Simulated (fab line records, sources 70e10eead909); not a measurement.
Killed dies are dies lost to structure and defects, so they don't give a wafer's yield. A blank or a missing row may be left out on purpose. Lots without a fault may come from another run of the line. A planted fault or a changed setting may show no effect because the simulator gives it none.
fab line records | flow nand_harc
record lots=24 wafers=72 last_day=24
route steps=1159 shown A_STAIRCASE@616
lots that met no fault: from a run of the same line without faults
start_h: hours from the record's first day to the start of the lot's first wafer shown | wait_h: hours since the lot's step before | " the same as in the row above | L1.1+2: a row that stands for several wafers | - no value, or no start given | * or withheld: withheld | < > ~ a bound
route shown NAME@n: a module of which the file shows steps, and the number in the route of the first | usual: mean/standard deviation of fault-free wafers | same: alike in all rows | chamber/n: place in a boat | sites: the reading at each site | _std_site: their standard deviation | _edge_site: outer sites' mean less inner sites' | radius_mm: how far each site lies from the wafer's centre | mask NAME#n: copy n | behind: the tool/chamber that last shaped the wafer | hold: why the lot was held/for how many hours/how that ended | device: the transistor (n, p or np) that didn't switch | end of line: the same wafers' tests at the end of the route | a step without rows: its recipe alone | killed: dies lost to structure and defects at the first sort, not the wafer's yield | map: a wafer's dies, x killed, . not, _ none there
set.NAME: the setting as run; set.NAME@STEP: as run at that earlier step | model.NAME: the simulator's own value behind a step, which no gauge read
steps of the route over a sample of lots; a table a step, a row a wafer
services: from which hour (start_h, from the record's first day; less than 0 if before it) a tool's chamber was out of use, for how many hours, and why
## steps
# step NHARC_A_STAIRCASE_TRIM_222
# recipe time_s=211.2 o2_flow_sccm=500 ar_flow_sccm=0 bias_w=0 chemistry=O2
# usual drypump_motor_current_A=5.6/0.46 mfc_ar_sccm=0.008/0.01 oes_product_au=0.999/0.011 rf_vpp_V=57.8/0.89 showerhead_plenum_p_Torr=3.54/0.16 throttle_valve_pct=17.037/0.0084
# same time_s=211.2
# columns lot.wafer tool chamber start_h wait_h drypump_motor_current_A mfc_ar_sccm oes_product_au rf_hours_counter_h rf_vpp_V showerhead_plenum_p_Torr throttle_valve_pct
L074.1 rie_diel-10 0 - - 5.3 0.008 1.005 27 58.0 3.54 17.053
L074.4 " 1 " " 5.1 0.009 0.995 27 58.7 3.63 17.029
L074.6 " 0 " " 5.3 0.008 1.003 - 58.9 3.54 17.033
L076.1 rie_diel-10 0 - - 5.3 0.008 1.007 28 57.0 3.54 17.035
L076.3 " 3 " " 6.2 0 0.987 27 57.7 3.31 17.027
L076.5 " 0 " " 5.4 0.008 0.991 - 58.1 3.54 17.023
L075.2 rie_diel-11 0 - - 6.5 0.020 0.993 23 58.3 3.79 17.034
L075.4 " 2 " " 6.0 0 0.996 17 58.9 3.80 17.034
L075.1 " 3 " " 5.5 0 0.992 16 58.4 3.63 17.033
L079.3 rie_diel-10 3 - - 6.2 0 0.996 30 57.0 3.31 17.026
L079.5 " 2 " " 5.3 0.007 0.991 - 57.7 3.46 17.040
L079.6 " 3 " " 6.2 0 0.998 - 57.8 3.31 17.040
L078.4 rie_diel-10 0 - - 5.3 0.008 1.005 32 57.8 3.54 17.026
L078.2 " 2 " " 5.3 0.007 1.001 30 57.1 3.46 17.041
L078.5 " 1 " " 5.1 0.009 0.988 - 59.7 3.63 17.029
L077.3 rie_diel-10 3 - - 6.2 0 0.996 33 57.9 3.30 17.034
L077.6 " 2 " " 5.2 0.007 0.997 - 57.8 3.46 17.044
L077.5 " 3 " " 6.2 0 1.005 - 57.9 3.30 17.039
L081.2 rie_diel-10 3 - - 6.2 0 1.008 36 56.3 3.30 17.021
L081.3 " 0 " " 5.3 0.008 1.003 37 57.9 3.54 17.042
L081.5 " 2 " " 5.3 0.007 1.013 - 56.3 3.46 17.049
L080.1 rie_diel-09 0 - - 5.4 0.014 1.007 7 58.3 3.46 17.033
L080.3 " 1 " " 4.8 0.040 0.998 6 58.7 3.67 17.045
L080.5 " 3 " " 5.7 0 0.997 - 57.9 3.33 17.025
L082.4 rie_diel-11 0 - - 6.5 0.020 0.992 38 59.1 3.79 17.039
L082.1 " 1 " " 5.9 0.006 0.995 36 56.7 3.35 17.044
L082.5 " 1 " " 5.9 0.006 0.998 - 57.4 3.35 17.026
L084.2 rie_diel-09 0 - - 5.5 0.014 0.991 11 57.0 3.46 17.040
L084.4 " 2 " " 5.5 0 1.014 11 56.1 3.53 17.036
L084.6 " 3 " " 5.7 0 1.021 - 57.0 3.33 17.047
L083.2 rie_diel-10 0 - - 5.4 0.008 0.998 43 56.9 3.53 17.026
L083.4 " 1 " " 5.1 0.009 1.010 43 58.9 3.63 17.028
L083.6 " 3 " " 6.2 0 0.992 - 57.2 3.30 17.027
L087.4 rie_diel-09 1 - - 4.8 0.040 1.008 21 58.3 3.66 17.059
L087.2 " 2 " " 5.5 0 1.018 21 58.0 3.52 17.042
L087.1 " 0 " " 5.4 0.014 0.985 23 58.0 3.45 17.038
L085.4 rie_diel-09 0 - - 5.5 0.014 0.996 23 58.2 3.45 17.026
L085.5 " 1 " " 4.7 0.040 1.001 - 58.9 3.66 17.049
L085.6 " 2 " " 5.5 0 1.020 - 56.7 3.52 17.045
L086.4 rie_diel-11 3 - - 5.5 0 1.003 42 58.5 3.62 17.020
L086.2 " 1 " " 6.0 0.006 1.001 47 57.2 3.34 17.025
L086.6 " 0 " " 6.5 0.020 0.990 - 57.5 3.78 17.037
L088.1 rie_diel-09 2 - - 5.6 0 1.010 25 55.9 3.52 17.040
L088.5 " 2 " " 5.6 0 1.017 - 58.3 3.52 17.040
L088.6 " 3 " " 5.7 0 1.024 - 56.1 3.32 17.043
L089.1 rie_diel-11 1 - - 5.9 0.006 1.000 49 56.6 3.34 17.033
L089.4 " 2 " " 5.9 0 0.983 43 58.3 3.78 17.049
L089.5 " 1 " " 5.9 0.006 1.001 - 56.0 3.34 17.035
L091.3 rie_diel-11 2 - - 5.9 0 0.984 45 58.5 3.78 17.021
L091.2 " 3 " " 5.5 0 1.000 46 57.6 3.61 17.041
L091.1 " 0 " " 6.5 0.020 0.988 56 58.0 3.78 17.039
L090.4 rie_diel-11 1 - - 6.0 0.006 0.983 52 56.3 3.34 17.042
L090.3 " 2 " " 5.9 0 0.970 45 57.4 3.78 17.035
L090.6 " 2 " " 5.9 0 0.975 - 57.4 3.78 17.038
L092.3 rie_diel-10 1 - - 5.1 0.009 1.003 59 57.1 3.62 17.027
L092.4 " 2 " " 5.3 0.007 1.002 61 57.8 3.44 17.047
L092.5 " 1 " " 5.1 0.009 0.997 - 58.5 3.62 17.035
L093.2 rie_diel-11 2 - - 5.9 0 0.984 53 58.7 3.78 17.040
L093.3 " 0 " " 6.5 0.020 0.976 61 58.3 3.77 17.044
L093.5 " 2 " " 5.9 0 0.983 - 59.0 3.78 17.024
L095.2 rie_diel-10 0 - - 5.4 0.008 1.014 1 57.9 3.52 17.033
L095.6 " 1 " " 5.1 0.009 1.018 - 58.3 3.62 17.045
L095.5 " 2 " " 5.3 0.007 1.008 - 57.1 3.44 17.044
L094.1 rie_diel-09 1 - - 4.8 0.040 1.009 38 59.3 3.65 17.055
L094.6 " 1 " " 4.8 0.040 0.997 - 57.9 3.65 17.039
L094.4 " 0 " " 5.4 0.014 0.996 - 58.0 3.44 17.041
L096.3 rie_diel-10 2 - - 5.3 0.007 1.009 5 57.6 3.44 17.044
L096.6 " 1 " " 5.1 0.009 1.013 - 58.7 3.61 17.033
L096.5 " 2 " " 5.3 0.007 1.005 - 56.3 3.44 17.025
L097.1 rie_diel-11 0 - - 6.5 0.020 0.985 5 59.2 3.77 17.036
L097.2 " 1 " " 5.9 0.006 0.996 4 58.9 3.33 17.039
L097.4 " 3 " " 5.5 0 0.999 6 57.8 3.60 17.030
# step NHARC_A_STAIRCASE_ETCH_236
# recipe target_depth_a=1000 time_s=40.5 ion_energy_ev=400 c4f8_flow_sccm=20 o2_flow_sccm=10 ar_flow_sccm=withheld rf_w=600 bias_w=1000 chemistry=C4F8/O2
# usual oes_product_au=0.942/0.012 rf_vpp_V=897/6.1
# same time_s=40.5
# columns lot.wafer tool chamber start_h wait_h oes_product_au rf_hours_counter_h rf_vpp_V
L074.4 rie_diel-10 0 - - 0.941 28 897
L074.1 " 1 " " 0.926 29 899
L074.6 " 3 " " 0.951 - 889
L075.2 rie_diel-11 1 - - 0.934 24 889
L075.1 " 2 " " 0.943 18 904
L075.4 " 3 " " 0.944 17 900
L076.3 rie_diel-10 0 - - 0.925 31 897
L076.1 " 1 " " 0.947 31 899
L076.5 " 2 " " 0.940 - 893
L079.3 rie_diel-11 3 - - 0.950 19 898
L079.6 " 2 " " 0.951 - 904
L079.5 " 3 " " 0.952 - 900
L078.2 rie_diel-10 1 - - 0.944 33 899
L078.5 " 1 " " 0.936 - 900
L078.4 " 3 " " 0.942 - 888
L077.3 rie_diel-10 2 - - 0.973 32 895
L077.5 " 1 " " 0.957 - 900
L077.6 " 2 " " 0.975 - 894
L081.2 rie_diel-10 3 - - 0.956 37 887
L081.3 " 1 " " 0.946 38 900
L081.5 " 0 " " 0.965 - 895
L080.3 rie_diel-10 0 - - 0.949 38 896
L080.1 " 2 " " 0.946 37 893
L080.5 " 0 " " 0.942 - 897
L082.4 rie_diel-11 3 - - 0.952 31 899
L082.1 " 0 " " 0.934 39 904
L082.5 " 3 " " 0.949 - 900
L084.2 rie_diel-11 1 - - 0.944 37 888
L084.4 " 3 " " 0.950 31 901
L084.6 " 1 " " 0.948 - 889
L083.2 rie_diel-10 2 - - 0.952 42 892
L083.4 " 3 " " 0.945 43 887
L083.6 " 0 " " 0.951 - 897
L087.1 rie_diel-09 3 - - 0.954 24 889
L087.4 " 0 " " 0.933 24 892
L087.2 " 2 " " 0.956 22 897
L085.4 rie_diel-11 3 - - 0.923 42 898
L085.6 " 1 " " 0.940 - 888
L085.5 " 2 " " 0.930 - 905
L086.2 rie_diel-11 1 - - 0.934 48 888
L086.4 " 2 " " 0.943 41 906
L086.6 " 3 " " 0.957 - 898
L089.1 rie_diel-11 0 - - 0.926 55 905
L089.4 " 1 " " 0.935 51 890
L089.5 " 1 " " 0.946 - 889
L088.1 rie_diel-10 0 - - 0.944 58 896
L088.5 " 1 " " 0.963 - 901
L088.6 " 2 " " 0.949 - 894
L091.1 rie_diel-10 3 - - 0.937 59 887
L091.3 " 0 " " 0.937 60 895
L091.2 " 2 " " 0.953 57 894
L090.3 rie_diel-10 0 - - 0.937 60 896
L090.4 " 2 " " 0.946 57 893
L090.6 " 1 " " 0.954 - 899
L092.3 rie_diel-11 3 353.88 - 0.930 50 899
L092.4 " 0 " " 0.913 59 904
L092.5 " 2 " " 0.910 - 904
L093.3 rie_diel-09 2 - - 0.940 37 895
L093.2 " 3 " " 0.934 37 887
L093.5 " 1 " " 0.937 - 899
L095.2 rie_diel-10 2 - - 0.951 2 894
L095.5 " 3 " " 0.936 - 905
L095.6 " 0 " " 0.951 - 897
L094.1 rie_diel-09 2 - - 0.951 41 896
L094.6 " 2 " " 0.944 - 895
L094.4 " 0 " " 0.942 - 893
L096.3 rie_diel-10 2 - - 0.949 6 892
L096.6 " 0 " " 0.951 - 896
L096.5 " 1 " " 0.956 - 900
L097.1 rie_diel-11 3 - - 0.955 6 898
L097.2 " 1 " " 0.935 6 889
L097.4 " 2 " " 0.944 5 906
# step NHARC_A_STAIRCASE_HM_DEP_456
# recipe target_thk_a=15000 temp_c=400 material=aC
# usual throttle_valve_pct=35.001/0.0091
# columns lot.wafer tool chamber start_h wait_h throttle_valve_pct
L074.1 acl_dep-02 0 261.10 - 34.998
L074.4 " 0 " " 35.012
L074.6 " 0 " " 35.005
L075.1 acl_dep-03 0 262.36 - 35.002
L075.2 " 0 " " 35.005
L075.4 " 0 " " 35.000
L076.1 acl_dep-01 0 263.95 - 35.011
L076.3 " 0 " " 34.999
L076.5 " 0 " " 34.986
L079.3 acl_dep-01 0 267.06 - 34.988
L079.5 " 0 " " 35.002
L079.6 " 0 " " 35.003
L078.2 acl_dep-03 0 268.44 - 35.005
L078.4 " 0 " " 35.002
L078.5 " 0 " " 34.996
L077.3 acl_dep-03 0 276.44 - 34.992
L077.5 " 0 " " 35.008
L077.6 " 0 " " 35.014
L081.2 acl_dep-01 0 286.74 - 34.994
L081.3 " 0 " " 35.011
L081.5 " 0 " " 35.007
L080.1 acl_dep-03 0 288.17 - 35.009
L080.3 " 0 " " 34.995
L080.5 " 0 " " 35.008
L082.1 acl_dep-02 0 302.07 - 34.998
L082.4 " 0 " " 35.015
L082.5 " 0 " " 34.999
L084.2 acl_dep-02 0 304.23 - 35.000
L084.4 " 0 " " 34.994
L084.6 " 0 " " 34.998
L083.2 acl_dep-01 0 305.94 - 35.003
L083.4 " 0 " " 34.996
L083.6 " 0 " " 35.000
L087.1 acl_dep-01 0 330.19 - 35.001
L087.2 " 0 " " 34.989
L087.4 " 0 " " 34.968
L085.4 acl_dep-02 0 332.13 - 35.000
L085.5 " 0 " " 34.985
L085.6 " 0 " " 34.991
L086.2 acl_dep-02 0 333.35 - 35.002
L086.4 " 0 " " 34.992
L086.6 " 0 " " 35.004
L089.1 acl_dep-01 0 340.42 - 34.984
L089.4 " 0 " " 35.007
L089.5 " 0 " " 35.030
L088.1 acl_dep-01 0 342.25 - 35.018
L088.5 " 0 343.47 - 34.991
L088.6 " 0 " " 35.026
L091.1 acl_dep-01 0 345.23 - 35.004
L091.2 " 0 " " 35.010
L091.3 " 0 " " 34.995
L090.3 acl_dep-02 0 346.35 - 35.009
L090.4 " 0 " " 34.999
L090.6 " 0 " " 34.994
L092.3 acl_dep-01 0 359.71 - 34.993
L092.4 " 0 " " 35.004
L092.5 " 0 " " 35.012
L093.2 acl_dep-02 0 364.73 - 35.000
L093.3 " 0 " " 35.008
L093.5 " 0 " " 34.995
L095.2 acl_dep-02 0 370.45 - 35.007
L095.5 " 0 " " 35.009
L095.6 " 0 " " 34.995
L094.1 acl_dep-01 0 372.06 - 35.002
L094.4 " 0 " " 34.991
L094.6 " 0 " " 35.009
L096.3 acl_dep-01 0 384.75 - 34.988
L096.5 " 0 " " 35.010
L096.6 " 0 " " 35.000
L097.1 acl_dep-03 0 394.36 - 35.009
L097.2 " 0 " " 35.000
L097.4 " 0 " " 35.007
# step NHARC_A_STAIRCASE_DEP_301
# recipe target_thk_a=300 target_thk_nm=30 temp_c=400 pressure_torr=3.5 flow_sccm=200 rf_w=350 material=SiON
# usual heater_power_outer_w=476/60 heater_power_w=787/91
# columns lot.wafer tool chamber start_h wait_h heater_power_outer_w heater_power_w
L074.1 pecvd-02 0 269.87 1.6 423 763
L074.4 " 1 " " 500 766
L074.6 " 0 " " 432 767
L075.1 pecvd-04 0 271.66 1.6 451 715
L075.2 " 1 " " 565 827
L075.4 " 1 " " 561 835
L076.3 pecvd-02 2 273.99 0.9 375 722
L076.1 " 0 " " 443 790
L076.5 " 0 " " 455 773
L079.3 pecvd-02 2 276.25 1.0 431 752
L079.6 " 0 " " 473 793
L079.5 " 1 " " 525 817
L078.2 pecvd-02 2 276.68 1.3 472 820
L078.5 " 2 " " 459 849
L078.4 " 0 " " 454 775
L077.3 pecvd-03 1 283.63 1.0 446 717
L077.6 " 2 " " 458 848
L077.5 " 1 " " 446 712
L081.3 pecvd-02 1 296.52 1.0 572 866
L081.2 " 2 " " 483 874
L081.5 " 0 " " 426 738
L080.1 pecvd-02 1 300.73 1.8 569 881
L080.3 " 0 " " 426 758
L080.5 " 1 " " 571 886
L082.1 pecvd-02 2 311.77 1.6 460 850
L082.5 " 1 " " 578 897
L082.4 " 2 " " 467 806
L084.2 pecvd-04 1 313.60 1.3 527 782
L084.6 " 1 " " 532 788
L084.4 " 2 " " 504 855
L083.2 pecvd-03 1 314.24 1.3 504 819
L083.6 " 0 " " 470 708
L083.4 " 1 " " 514 810
L087.1 pecvd-03 1 338.40 1.6 522 809
L087.2 " 2 " " 458 813
L087.4 " 2 " " 451 856
L085.6 pecvd-04 0 338.84 0.1 359 594
L085.5 " 1 " " 452 709
L085.4 " 2 " " 534 905
L086.2 pecvd-03 2 340.23 1.6 575 999
L086.4 " 1 " " 429 726
L086.6 " 2 " " 596 983
L089.1 pecvd-04 1 347.61 1.6 546 828
L089.4 " 1 " " 566 817
L089.5 " 0 " " 413 694
L088.1 pecvd-03 0 349.50 1.6 414 655
L088.6 " 2 " " 554 941
L088.5 " 0 " " 426 654
L091.2 pecvd-03 0 356.30 1.2 427 671
L091.1 " 1 " " 492 779
L091.3 " 2 " " 520 916
L090.3 pecvd-03 1 356.58 1.0 463 758
L090.4 " 1 " " 466 766
L090.6 " 2 " " 520 892
L092.3 pecvd-04 2 367.04 1.0 442 800
L092.4 " 0 " " 412 678
L092.5 " 2 " " 442 767
L093.2 pecvd-04 0 372.11 1.3 414 694
L093.3 " 1 " " 440 672
L093.5 " 1 " " 455 703
L095.2 pecvd-03 0 377.66 1.3 471 705
L095.6 " 2 " " 567 951
L095.5 " 0 " " 469 720
L094.1 pecvd-02 2 379.22 1.6 391 754
L094.4 " 1 " " 466 739
L094.6 " 0 " " 462 777
L096.3 pecvd-02 2 391.32 1.0 394 733
L096.6 " 1 " " 574 901
L096.5 " 2 " " 398 753
L097.2 pecvd-03 1 401.38 1.2 534 809
L097.1 " 0 " " 468 715
L097.4 " 1 " " 520 818
# step NHARC_A_STAIRCASE_ALD_415
# recipe target_thk_a=300 pulse_time_s=6 ald_cycles=300 temp_c=300 material=SiO2
# usual heater_power_outer_w=279/23 heater_power_w=483/40 precursor_pulse_height_rel=1.001/0.019
# columns lot.wafer tool chamber start_h wait_h heater_power_outer_w heater_power_w precursor_pulse_height_rel
L074.4 ald_hk-03 3 272.65 0.1 255 479 1.015
L074.1 " 2 " " 266 475 0.992
L074.6 " 0 " " 288 490 0.992
L075.2 ald_hk-02 2 274.85 0.3 257 402 0.992
L075.4 " 0 " " 308 531 1.033
L075.1 " 1 " " 282 500 1.018
L076.3 ald_hk-02 0 277.49 0.7 308 539 1.030
L076.1 " 1 " " 288 496 1.006
L076.5 " 3 " " 263 455 0.974
L079.3 ald_hk-03 0 280.41 0.1 290 500 1.031
L079.6 " 0 " " 291 503 1.009
L079.5 " 1 " " 265 483 1.016
L078.4 ald_hk-01 3 281.87 0.5 318 506 0.997
L078.2 " 0 " " 317 542 0.965
L078.5 " 2 " " 294 523 1.008
L077.3 ald_hk-01 2 287.01 0.7 303 508 1.021
L077.6 " 2 " " 303 516 0.982
L077.5 " 3 " " 323 519 1.021
L081.3 ald_hk-01 3 299.37 0.1 313 524 1.025
L081.2 " 1 " " 273 454 0.966
L081.5 " 3 " " 311 532 0.979
L080.1 ald_hk-03 3 303.60 0.1 252 458 1.013
L080.3 " 2 " " 270 467 0.984
L080.5 " 3 " " 252 453 1.019
L082.4 ald_hk-03 0 314.90 0.5 287 506 0.993
L082.1 " 1 " " 279 484 0.996
L082.5 " 2 " " 269 468 1.009
L083.2 ald_hk-02 2 321.32 2.9 262 414 1.027
L083.4 " 0 " " 311 542 0.978
L083.6 " 2 " " 260 416 0.967
L084.4 ald_hk-01 3 321.37 3.3 318 513 0.961
L084.2 " 0 " " 311 572 1.000
L084.6 " 2 " " 302 521 0.998
L087.2 ald_hk-03 1 341.28 0.1 269 496 1.005
L087.4 " 3 " " 258 464 0.972
L087.1 " 0 " " 297 492 1.001
L085.4 ald_hk-02 2 342.05 0.5 260 395 1.004
L085.6 " 0 " " 308 519 0.982
L085.5 " 1 " " 263 478 1.022
L086.2 ald_hk-03 2 342.91 0.1 261 460 1.018
L086.4 " 1 " " 266 499 1.018
L086.6 " 3 " " 266 466 0.998
L089.1 ald_hk-02 1 351.13 0.5 258 474 1.018
L089.4 " 2 " " 261 412 0.996
L089.5 " 0 " " 299 537 1.051
L088.1 ald_hk-03 2 352.54 0.3 266 473 0.970
L088.5 " 1 " " 260 492 0.997
L088.6 " 2 " " 267 466 0.997
L091.3 ald_hk-02 0 359.73 0.5 301 526 0.980
L091.1 " 1 " " 257 493 1.018
L091.2 " 2 " " 259 421 1.037
L090.4 ald_hk-01 1 361.07 1.2 273 465 0.991
L090.3 " 3 " " 317 524 0.997
L090.6 " 0 " " 317 560 1.025
L092.3 ald_hk-02 3 369.82 0.1 252 426 1.009
L092.4 " 0 " " 306 527 1.020
L092.5 " 0 " " 311 525 1.006
L093.2 ald_hk-02 0 376.39 0.5 308 532 0.974
L093.3 " 3 377.74 1.9 251 429 0.965
L093.5 " 0 " " 313 532 0.999
L095.2 ald_hk-03 1 381.75 0.5 267 499 0.994
L095.6 " 3 " " 263 492 1.005
L095.5 " 0 " " 296 503 1.003
L094.1 ald_hk-01 2 382.39 0.1 294 512 0.985
L094.4 " 0 " " 317 571 1.010
L094.6 " 2 " " 299 522 0.975
L096.3 ald_hk-02 1 394.90 0.8 262 476 0.997
L096.5 " 2 " " 264 430 0.953
L096.6 " 3 " " 246 431 1.013
L097.4 ald_hk-03 2 404.32 0.1 261 469 0.989
L097.2 " 3 " " 266 467 0.987
L097.1 " 0 " " 298 512 1.023
# step NHARC_A_STAIRCASE_ALD_420
# recipe target_thk_a=200 pulse_time_s=6 ald_cycles=200 temp_c=300 material=SiO2
# usual heater_power_outer_w=280/23 heater_power_w=488/36 precursor_pulse_height_rel=1.002/0.021
# columns lot.wafer tool chamber start_h wait_h heater_power_outer_w heater_power_w precursor_pulse_height_rel
L074.1 ald_hk-03 2 282.51 - 267 467 1.003
L074.4 " 3 " " 258 474 1.032
L074.6 " 1 " " 275 494 0.971
L075.4 ald_hk-01 2 282.79 - 295 521 1.005
L075.2 " 3 " " 316 519 1.007
L075.1 " 0 " " 313 554 0.998
L076.1 ald_hk-03 1 283.45 - 272 488 1.024
L076.3 " 2 " " 269 458 0.994
L076.5 " 0 " " 293 503 0.973
L079.3 ald_hk-03 0 289.33 - 292 514 1.001
L079.5 " 0 " " 294 513 0.987
L079.6 " 1 " " 284 500 0.985
L078.2 ald_hk-01 1 289.69 0.4 270 462 1.010
L078.4 " 2 " " 303 522 0.991
L078.5 " 0 " " 317 580 1.003
L077.3 ald_hk-03 1 293.57 0.6 274 485 0.954
L077.6 " 2 " " 276 462 0.998
L077.5 " 3 " " 252 465 0.991
L081.2 ald_hk-02 2 305.41 - 249 418 1.006
L081.3 " 0 " " 305 515 1.029
L081.5 " 3 " " 249 431 1.005
L080.1 ald_hk-03 2 309.95 - 270 473 1.017
L080.3 " 0 " " 293 487 0.994
L080.5 " 2 " " 270 474 0.983
L082.4 ald_hk-01 1 322.28 - 270 453 1.015
L082.1 " 2 " " 297 517 0.994
L082.5 " 2 " " 292 518 0.966
L084.4 ald_hk-01 2 326.94 - 297 501 0.973
L084.2 " 1 " " 277 474 0.978
L084.6 " 2 " " 299 512 0.969
L083.4 ald_hk-02 3 326.94 - 252 437 0.999
L083.2 " 2 " " 254 420 1.029
L083.6 " 3 " " 246 432 0.973
L086.2 ald_hk-03 2 347.41 - 259 460 1.033
L086.4 " 0 " " 298 514 1.016
L086.6 " 3 " " 260 460 0.960
L087.2 ald_hk-02 3 347.41 - 253 432 1.002
L087.1 " 0 " " 306 529 0.998
L087.4 " 2 " " 256 410 1.035
L085.4 ald_hk-01 2 347.87 - 306 504 0.998
L085.6 " 3 " " 317 521 0.997
L085.5 " 0 " " 330 551 1.010
L089.1 ald_hk-02 0 356.72 - 309 535 1.007
L089.4 " 2 " " 256 424 1.021
L089.5 " 1 " " 258 478 1.039
L088.1 ald_hk-03 3 356.74 - 264 473 0.977
L088.6 " 3 " " 250 470 0.993
L088.5 " 0 " " 298 508 1.023
L091.3 ald_hk-03 2 365.77 - 265 463 1.028
L091.2 " 3 " " 263 477 1.028
L091.1 " 0 " " 306 530 1.020
L090.4 ald_hk-03 3 366.57 - 259 471 0.992
L090.3 " 2 " " 256 461 1.005
L090.6 " 3 " " 266 473 1.014
L092.4 ald_hk-03 3 375.91 - 259 473 0.965
L092.3 " 2 " " 266 466 0.974
L092.5 " 3 " " 263 471 0.999
L093.2 ald_hk-02 1 384.33 - 257 492 1.013
L093.3 " 3 " " 252 422 0.996
L093.5 " 0 " " 308 526 1.013
L095.2 ald_hk-02 0 387.35 - 308 520 0.994
L095.5 " 0 " " 310 534 1.019
L095.6 " 1 " " 252 475 1.014
L094.4 ald_hk-01 0 387.60 - 314 575 1.025
L094.1 " 1 " " 275 462 0.998
L094.6 " 3 " " 322 518 0.994
L096.3 ald_hk-03 3 400.47 - 260 477 1.027
L096.5 " 2 " " 266 459 1.008
L096.6 " 3 " " 263 471 1.002
L097.1 ald_hk-03 3 410.36 - 263 469 1.042
L097.4 " 0 " " 299 510 1.026
L097.2 " 1 " " 260 482 1.023
## services
# columns tool chamber start_h hours kind
rie_diel-10 0 234.65 - clean
rie_diel-10 1 234.65 - clean
rie_diel-10 2 234.65 - clean
rie_diel-09 - 254.16 9.0 pm
rie_diel-10 2 262.69 2.8 repair
pecvd-03 2 269.38 10.5 repair
pecvd-04 2 271.40 4.8 repair
ald_hk-02 - 280.00 10.0 pm
pecvd-03 - 292.29 13.0 pm
acl_dep-01 - 292.63 13.0 pm
pecvd-02 0 302.36 5.4 repair
rie_diel-11 1 303.45 4.2 repair
rie_diel-10 1 321.61 9.0 repair
ald_hk-03 - 324.22 10.0 pm
rie_diel-10 2 332.57 1.5 repair
pecvd-02 - 334.13 13.0 pm
acl_dep-02 - 351.42 13.0 pm
rie_diel-09 3 361.78 33.2 repair
rie_diel-11 - 366.57 9.0 pm
pecvd-02 - 369.29 1.5 repair
pecvd-04 - 376.13 13.0 pm
pecvd-03 - 390.62 0.5 repair
rie_diel-09 2 401.76 4.6 repair
acl_dep-03 - 409.38 13.0 pm
## key
fault none
